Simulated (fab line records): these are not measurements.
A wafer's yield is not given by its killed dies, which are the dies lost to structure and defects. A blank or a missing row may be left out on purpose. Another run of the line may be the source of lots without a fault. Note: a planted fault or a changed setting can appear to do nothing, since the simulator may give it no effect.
What tool caused it? || flow nand-harc || Sampling: 12 lots, 36 wafers, 7 of 1159 route steps

## WHAT THE GAUGES SHOWED, per wafer
NHARC_P_ZERO_WELL_INSPECT_43.
{"lot": "L306", "measured": "day 2 01:27", "on": "defect-inspect-02", "raw-defect-count": "14 23 11"}
{"lot": "L308", "measured": "day 2 13:34", "on": "defect-inspect-02", "raw-defect-count": "15 15 15"}
{"lot": "L311", "measured": "day 3 07:44", "on": "defect-inspect-01", "raw-defect-count": "11 14 8"}
{"lot": "L313", "measured": "day 3 19:49", "on": "defect-inspect-01", "raw-defect-count": "14 20 17"}
{"lot": "L314", "measured": "day 4 01:31", "on": "defect-inspect-02", "raw-defect-count": "21 16 17"}
{"lot": "L315", "measured": "day 4 07:30", "on": "defect-inspect-02", "raw-defect-count": "18 18 21"}
{"lot": "L317", "measured": "day 4 19:29", "on": "defect-inspect-02", "raw-defect-count": "30 14 5"}
{"lot": "L321", "measured": "day 5 19:20", "on": "defect-inspect-01", "raw-defect-count": "927 938 919"}
{"lot": "L322", "measured": "day 6 01:20", "on": "defect-inspect-02", "raw-defect-count": "875 930 923"}
{"lot": "L324", "measured": "day 6 13:22", "on": "defect-inspect-01", "raw-defect-count": "915 920 867"}
{"lot": "L327", "measured": "day 7 07:22", "on": "defect-inspect-02", "raw-defect-count": "18 7 18"}
{"lot": "L328", "measured": "day 7 13:23", "on": "defect-inspect-02", "raw-defect-count": "7 10 3"}

NHARC_P_STI_INSPECT_11.
{"lot": "L306", "measured": "day 2 16:53", "on": "defect-inspect-01", "raw-defect-count": "6 5 3"}
{"lot": "L308", "measured": "day 3 03:02", "on": "defect-inspect-01", "raw-defect-count": "4 5 8"}
{"lot": "L311", "measured": "day 3 23:24", "on": "defect-inspect-02", "raw-defect-count": "13 5 10"}
{"lot": "L313", "measured": "day 4 13:08", "on": "defect-inspect-02", "raw-defect-count": "5 5 9"}
{"lot": "L314", "measured": "day 4 18:34", "on": "defect-inspect-01", "raw-defect-count": "11 11 8"}
{"lot": "L315", "measured": "day 5 01:57", "on": "defect-inspect-01", "raw-defect-count": "5 8 8"}
{"lot": "L317", "measured": "day 5 08:38", "on": "defect-inspect-01", "raw-defect-count": "4 6 5"}
{"lot": "L321", "measured": "day 6 14:50", "on": "defect-inspect-02", "raw-defect-count": "915 926 903"}
{"lot": "L322", "measured": "day 6 14:41", "on": "defect-inspect-02", "raw-defect-count": "887 913 902"}
{"lot": "L324", "measured": "day 7 01:45", "on": "defect-inspect-01", "raw-defect-count": "911 911 862"}
{"lot": "L327", "measured": "day 8 00:01", "on": "defect-inspect-01", "raw-defect-count": "10 5 11"}
{"lot": "L328", "measured": "day 8 04:52", "on": "defect-inspect-01", "raw-defect-count": "7 8 7"}

NHARC_P_GATE_CD_MEAS_59: the cd target is 720 nm.
{"lot": "L306", "measured": "day 5 03:31", "on": "cd-sem-03", "cd-nm (nm)": "718.0 717.4 718.0"}
{"lot": "L308", "measured": "day 5 18:20", "on": "cd-sem-01", "cd-nm (nm)": "720.8 719.9 719.1"}
{"lot": "L311", "measured": "day 6 16:24", "on": "cd-sem-03", "cd-nm (nm)": "719.4 719.4 719.5"}
{"lot": "L313", "measured": "day 7 10:29", "on": "cd-sem-01", "cd-nm (nm)": "719.3 718.7 719.6"}
{"lot": "L314", "measured": "day 7 10:46", "on": "cd-sem-03", "cd-nm (nm)": "720.5 720.7 720.5"}
{"lot": "L315", "measured": "day 7 23:37", "on": "cd-sem-01", "cd-nm (nm)": "722.0 720.5 720.3"}
{"lot": "L317", "measured": "day 8 16:58", "on": "cd-sem-01", "cd-nm (nm)": "720.6 721.5 721.7"}
{"lot": "L321", "measured": "day 9 10:49", "on": "cd-sem-01", "cd-nm (nm)": "721.0 718.4 719.2"}
{"lot": "L322", "measured": "day 9 12:25", "on": "cd-sem-03", "cd-nm (nm)": "720.0 719.9 719.6"}
{"lot": "L324", "measured": "day 9 21:10", "on": "cd-sem-02", "cd-nm (nm)": "718.8 718.6 717.7"}
{"lot": "L327", "measured": "day 10 15:46", "on": "cd-sem-02", "cd-nm (nm)": "720.3 719.4 719.8"}
{"lot": "L328", "measured": "day 10 23:56", "on": "cd-sem-03", "cd-nm (nm)": "719.4 719.3 719.5"}

NHARC_P_CONTACT_CD_MEAS_12: the cd target is 90 nm.
{"lot": "L306", "measured": "day 5 11:52", "on": "cd-sem-01", "cd-nm (nm)": "89.2 88.9 89.7"}
{"lot": "L308", "measured": "day 6 00:44", "on": "cd-sem-02", "cd-nm (nm)": "90.1 90.8 90.9"}
{"lot": "L311", "measured": "day 6 22:41", "on": "cd-sem-03", "cd-nm (nm)": "89.3 89.9 89.5"}
{"lot": "L313", "measured": "day 7 17:26", "on": "cd-sem-01", "cd-nm (nm)": "90.5 90.6 90.6"}
{"lot": "L314", "measured": "day 7 20:13", "on": "cd-sem-03", "cd-nm (nm)": "91.0 90.3 90.5"}
{"lot": "L315", "measured": "day 8 06:00", "on": "cd-sem-02", "cd-nm (nm)": "90.6 90.7 90.3"}
{"lot": "L317", "measured": "day 8 23:28", "on": "cd-sem-01", "cd-nm (nm)": "90.1 89.5 90.0"}
{"lot": "L321", "measured": "day 9 17:08", "on": "cd-sem-01", "cd-nm (nm)": "89.5 89.8 90.2"}
{"lot": "L322", "measured": "day 9 19:05", "on": "cd-sem-03", "cd-nm (nm)": "89.7 90.1 90.3"}
{"lot": "L324", "measured": "day 10 04:05", "on": "cd-sem-03", "cd-nm (nm)": "90.6 91.2 90.3"}
{"lot": "L327", "measured": "day 10 22:14", "on": "cd-sem-01", "cd-nm (nm)": "90.9 90.5 91.4"}
{"lot": "L328", "measured": "day 11 06:24", "on": "cd-sem-03", "cd-nm (nm)": "89.9 90.0 89.9"}

NHARC_END_SORT_01.
{"lot": "L321", "measured": "day 23 19:59", "on": "prober-02", "killed-at-array": "27 22 25", "killed-at-other": "1 1 0", "killed-at-periphery": "92 105 96", "killed-dies": "120 128 121", "killed-open": "7 6 2", "killed-short": "2 2 1"}
{"lot": "L322", "measured": "day 24 03:46", "on": "prober-01", "killed-at-array": "12 14 21", "killed-at-other": "0 0 0", "killed-at-periphery": "98 108 100", "killed-dies": "110 122 121", "killed-open": "2 4 4", "killed-short": "1 1 2"}
{"lot": "L324", "measured": "day 23 19:11", "on": "prober-01", "killed-at-array": "42 43 29", "killed-at-other": "1 0 2", "killed-at-periphery": "99 98 78", "killed-dies": "142 141 109", "killed-open": "5 3 4", "killed-short": "1 3 1"}

## WHAT TOOL EACH LOT RAN ON (gives the tool, then ch and the chambers of the sampled wafers, and finally the start)
{"lot": "L306", "NHARC_P_ZERO_WELL_ETCH_65": "rie-diel-07 ch 0,2,3, day 1 19:29", "NHARC_P_CONTACT_CMP_01": "cmp-02 ch 1,2,3, day 5 11:04"}
{"lot": "L308", "NHARC_P_ZERO_WELL_ETCH_65": "rie-diel-06 ch 0,1,3, day 2 07:29", "NHARC_P_CONTACT_CMP_01": "cmp-01 ch 0,1,3, day 5 23:54"}
{"lot": "L311", "NHARC_P_ZERO_WELL_ETCH_65": "rie-diel-06 ch 0,2,3, day 3 01:30", "NHARC_P_CONTACT_CMP_01": "cmp-02 ch 0,1,2, day 6 22:00"}
{"lot": "L313", "NHARC_P_ZERO_WELL_ETCH_65": "rie-diel-01 ch 0,3, day 3 13:30", "NHARC_P_CONTACT_CMP_01": "cmp-01 ch 1,2,3, day 7 16:35"}
{"lot": "L314", "NHARC_P_ZERO_WELL_ETCH_65": "rie-diel-07 ch 0,1,3, day 3 19:31", "NHARC_P_CONTACT_CMP_01": "cmp-02 ch 0,3, day 7 19:31"}
{"lot": "L315", "NHARC_P_ZERO_WELL_ETCH_65": "rie-diel-01 ch 0,3, day 4 01:23", "NHARC_P_CONTACT_CMP_01": "cmp-03 ch 1,2, day 8 05:12"}
{"lot": "L317", "NHARC_P_ZERO_WELL_ETCH_65": "rie-diel-07 ch 2,3, day 4 13:29", "NHARC_P_CONTACT_CMP_01": "cmp-03 ch 0,2,3, day 8 22:41"}
{"lot": "L321", "NHARC_P_ZERO_WELL_ETCH_65": "rie-diel-07 ch 1,2,3, day 5 13:29", "NHARC_P_CONTACT_CMP_01": "cmp-03 ch 0,1,2, day 9 16:29"}
{"lot": "L322", "NHARC_P_ZERO_WELL_ETCH_65": "rie-diel-07 ch 0,3, day 5 19:30", "NHARC_P_CONTACT_CMP_01": "cmp-01 ch 1,3, day 9 18:16"}
{"lot": "L324", "NHARC_P_ZERO_WELL_ETCH_65": "rie-diel-07 ch 0,1,2, day 6 07:22", "NHARC_P_CONTACT_CMP_01": "cmp-03 ch 1,3, day 10 03:16"}
{"lot": "L327", "NHARC_P_ZERO_WELL_ETCH_65": "rie-diel-06 ch 1,2,3, day 7 01:22", "NHARC_P_CONTACT_CMP_01": "cmp-02 ch 0,1,2, day 10 21:32"}
{"lot": "L328", "NHARC_P_ZERO_WELL_ETCH_65": "rie-diel-01 ch 0,1,3, day 7 07:21", "NHARC_P_CONTACT_CMP_01": "cmp-03 ch 0,1,2, day 11 05:36"}
- NHARC_P_ZERO_WELL_ETCH_65: etches the open film in N2/H2, target depth 80 nm, overetch 24 nm, time 87.88 s.
- NHARC_P_CONTACT_CMP_01: polishes SiO2, target thk 200 nm.

## WHAT THE TOOLS THEMSELVES READ (means of the sampled wafers that have a number; where no wafer has one, the mark that the record gives instead)
NHARC_P_ZERO_WELL_ETCH_65.
{"lot": "L306", "tool": "rie-diel-07", "drypump-motor-current-A (A)": 5.3, "mfc-ar-sccm (sccm)": 0.007, "oes-product-au (a.u.)": 0.999, "rf-vpp-V (V)": 431.1, "showerhead-plenum-p-Torr (Torr)": 2.06, "throttle-valve-pct (%)": 14.171}
{"lot": "L308", "tool": "rie-diel-06", "drypump-motor-current-A (A)": 6.0, "mfc-ar-sccm (sccm)": 0.013, "oes-product-au (a.u.)": 1.006, "rf-vpp-V (V)": 430.8, "showerhead-plenum-p-Torr (Torr)": 2.07, "throttle-valve-pct (%)": 14.175}
{"lot": "L311", "tool": "rie-diel-06", "drypump-motor-current-A (A)": 5.9, "mfc-ar-sccm (sccm)": 0.020, "oes-product-au (a.u.)": 1.001, "rf-vpp-V (V)": 431.8, "showerhead-plenum-p-Torr (Torr)": 2.10, "throttle-valve-pct (%)": 14.175}
{"lot": "L313", "tool": "rie-diel-01", "drypump-motor-current-A (A)": 5.9, "mfc-ar-sccm (sccm)": 0.000, "oes-product-au (a.u.)": 0.996, "rf-vpp-V (V)": 431.6, "showerhead-plenum-p-Torr (Torr)": 2.08, "throttle-valve-pct (%)": 14.167}
{"lot": "L314", "tool": "rie-diel-07", "drypump-motor-current-A (A)": 5.3, "mfc-ar-sccm (sccm)": 0.004, "oes-product-au (a.u.)": 0.995, "rf-vpp-V (V)": 431.1, "showerhead-plenum-p-Torr (Torr)": 2.09, "throttle-valve-pct (%)": 14.167}
{"lot": "L315", "tool": "rie-diel-01", "drypump-motor-current-A (A)": 5.7, "mfc-ar-sccm (sccm)": 0.000, "oes-product-au (a.u.)": 1.003, "rf-vpp-V (V)": 432.2, "showerhead-plenum-p-Torr (Torr)": 2.08, "throttle-valve-pct (%)": 14.168}
{"lot": "L317", "tool": "rie-diel-07", "drypump-motor-current-A (A)": 5.2, "mfc-ar-sccm (sccm)": 0.006, "oes-product-au (a.u.)": 1.003, "rf-vpp-V (V)": 431.8, "showerhead-plenum-p-Torr (Torr)": 2.07, "throttle-valve-pct (%)": 14.185}
{"lot": "L321", "tool": "rie-diel-07", "drypump-motor-current-A (A)": 5.3, "mfc-ar-sccm (sccm)": 0.003, "oes-product-au (a.u.)": 0.998, "rf-vpp-V (V)": 432.2, "showerhead-plenum-p-Torr (Torr)": 2.11, "throttle-valve-pct (%)": 14.164}
{"lot": "L322", "tool": "rie-diel-07", "drypump-motor-current-A (A)": 5.3, "mfc-ar-sccm (sccm)": 0.009, "oes-product-au (a.u.)": 1.004, "rf-vpp-V (V)": 429.6, "showerhead-plenum-p-Torr (Torr)": 2.04, "throttle-valve-pct (%)": 14.171}
{"lot": "L324", "tool": "rie-diel-07", "drypump-motor-current-A (A)": 5.5, "mfc-ar-sccm (sccm)": 0.007, "oes-product-au (a.u.)": 0.994, "rf-vpp-V (V)": 431.5, "showerhead-plenum-p-Torr (Torr)": 2.06, "throttle-valve-pct (%)": 14.165}
{"lot": "L327", "tool": "rie-diel-06", "drypump-motor-current-A (A)": 5.4, "mfc-ar-sccm (sccm)": 0.007, "oes-product-au (a.u.)": 1.000, "rf-vpp-V (V)": 432.4, "showerhead-plenum-p-Torr (Torr)": 2.09, "throttle-valve-pct (%)": 14.177}
{"lot": "L328", "tool": "rie-diel-01", "drypump-motor-current-A (A)": 5.7, "mfc-ar-sccm (sccm)": 0.000, "oes-product-au (a.u.)": 0.998, "rf-vpp-V (V)": 429.9, "showerhead-plenum-p-Torr (Torr)": 2.05, "throttle-valve-pct (%)": 14.179}

NHARC_P_CONTACT_CMP_01.
{"lot": "L306", "tool": "cmp-02", "motor-current-A (A)": 12.3, "slurry-filter-dp-kPa (kPa)": 13.45}
{"lot": "L308", "tool": "cmp-01", "motor-current-A (A)": 12.5, "slurry-filter-dp-kPa (kPa)": 13.57}
{"lot": "L311", "tool": "cmp-02", "motor-current-A (A)": 13.3, "slurry-filter-dp-kPa (kPa)": 13.51}
{"lot": "L313", "tool": "cmp-01", "motor-current-A (A)": 12.2, "slurry-filter-dp-kPa (kPa)": 13.62}
{"lot": "L314", "tool": "cmp-02", "motor-current-A (A)": 12.4, "slurry-filter-dp-kPa (kPa)": 13.64}
{"lot": "L315", "tool": "cmp-03", "motor-current-A (A)": 12.1, "slurry-filter-dp-kPa (kPa)": 13.53}
{"lot": "L317", "tool": "cmp-03", "motor-current-A (A)": 12.7, "slurry-filter-dp-kPa (kPa)": 13.55}
{"lot": "L321", "tool": "cmp-03", "motor-current-A (A)": 11.7, "slurry-filter-dp-kPa (kPa)": 13.51}
{"lot": "L322", "tool": "cmp-01", "motor-current-A (A)": 12.8, "slurry-filter-dp-kPa (kPa)": 13.47}
{"lot": "L324", "tool": "cmp-03", "motor-current-A (A)": 14.2, "slurry-filter-dp-kPa (kPa)": 13.45}
{"lot": "L327", "tool": "cmp-02", "motor-current-A (A)": 13.5, "slurry-filter-dp-kPa (kPa)": 13.51}
{"lot": "L328", "tool": "cmp-03", "motor-current-A (A)": 11.8, "slurry-filter-dp-kPa (kPa)": 13.49}

## THE ANSWER, worked out from the rows above alone
Rule: usual is defined by the lots themselves. Put in order of their means at a reading, lots are off if they are a third of the lots or fewer, leave a main group of 4 or more, and stand apart from it by a gap of 3 or more times the standard deviation of the main group's means; of several such gaps the widest counts. Not used: any main group whose means are identical at the precision the tables above print for the reading. A lot without any number at a reading at which 4 lots or more have one is off too. Any other lot the step has rows for is counted as sound. First the gauges in route order, then the tools' own readings, where a lot's mean is used as printed above. At the first step where some lot is off, the reading lying furthest off is the one used; lots without a number count as furthest.
Off at NHARC_P_ZERO_WELL_INSPECT_43 (raw-defect-count): L321, L322, L324. Mean 15 and standard deviation 3.6 in the main group.
If a tool, at a process step before that reading, ran all the lots that are off and no sound lot after the first of them, it fits. Those tools and the gauges at NHARC_P_ZERO_WELL_INSPECT_43 are tried in the same way. One fits: NHARC_P_ZERO_WELL_ETCH_65 on rie-diel-07. A fault onset in the window from L317 (day 4 13:29, its last sound lot) to L321 (day 5 13:29, its first lot off) fits.

## WHAT THE SIMULATOR PUT IN
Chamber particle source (rie-diel-07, NHARC_P_ZERO_WELL_ETCH_65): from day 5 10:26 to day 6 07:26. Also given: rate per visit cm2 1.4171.
Lots struck among those shown: L321, L322, L324. This agrees with what the rule above found.
